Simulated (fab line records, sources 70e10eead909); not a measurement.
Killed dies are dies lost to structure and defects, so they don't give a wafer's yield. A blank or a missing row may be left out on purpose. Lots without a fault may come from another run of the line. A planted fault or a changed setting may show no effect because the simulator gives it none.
Chamber matching | flow nand_harc | NHARC_A_STAIRCASE_DEP_151 on pecvd-01: 3 sister chambers
The step deposits SiO2, target thk 7200 nm. 16 wafers are shown with their chamber, then 8 later ones without.

WAFERS WITH THEIR CHAMBER
wafer  | chamber | heater_power_w (W)
L076.1 | 0       | 894
L076.3 | 1       | 795
L076.4 | 0       | 791
L078.1 | 1       | 822
L078.4 | 2       | 543
L078.6 | 0       | 783
L089.1 | 1       | 661
L089.2 | 2       | 637
L089.3 | 0       | 924
L091.3 | 1       | 720
L091.4 | 0       | 773
L091.6 | 2       | 522
L094.4 | 1       | 611
L094.5 | 0       | 788
L094.6 | 2       | 527
L096.1 | 0       | 855

SIGNATURES (means of the wafers above)
reading        | chamber 0 | chamber 1 | chamber 2 | scatter within a chamber
heater_power_w | 829.71    | 721.80    | 557.25    | 69.3
Rule: a wafer's distance from a chamber is the root of the sum, over the readings, of the square of ((its reading less the chamber's mean) divided by the reading's scatter). The wafer belongs to the nearest chamber; if the next one is less than 2 further off, it can't be placed. The scatter: the root of (the sum of the squares of (reading less its chamber's mean) over the shown wafers, divided by (wafers less chambers)).

WAFERS WITHOUT THEIR CHAMBER
wafer  | heater_power_w (W)
L096.2 | 629
L096.3 | 738
L095.1 | 603
L095.2 | 920
L095.5 | 773
L097.2 | 597
L097.3 | 818
L097.5 | 540

WHICH CHAMBER EACH WENT THROUGH
wafer  | from the rows above          | in truth
L096.2 | can't be placed: 2 or 1 or 0 | 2
L096.3 | can't be placed: 1 or 0      | 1
L095.1 | can't be placed: 2 or 1      | 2
L095.2 | can't be placed: 0 or 1      | 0
L095.5 | can't be placed: 1 or 0      | 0
L097.2 | can't be placed: 2 or 1      | 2
L097.3 | can't be placed: 0 or 1      | 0
L097.5 | 2                            | 2
Placed correctly: 1 of 8. Can't be placed from these rows: 7 (the true chamber is among the candidates in 7). Placed wrongly: 0.
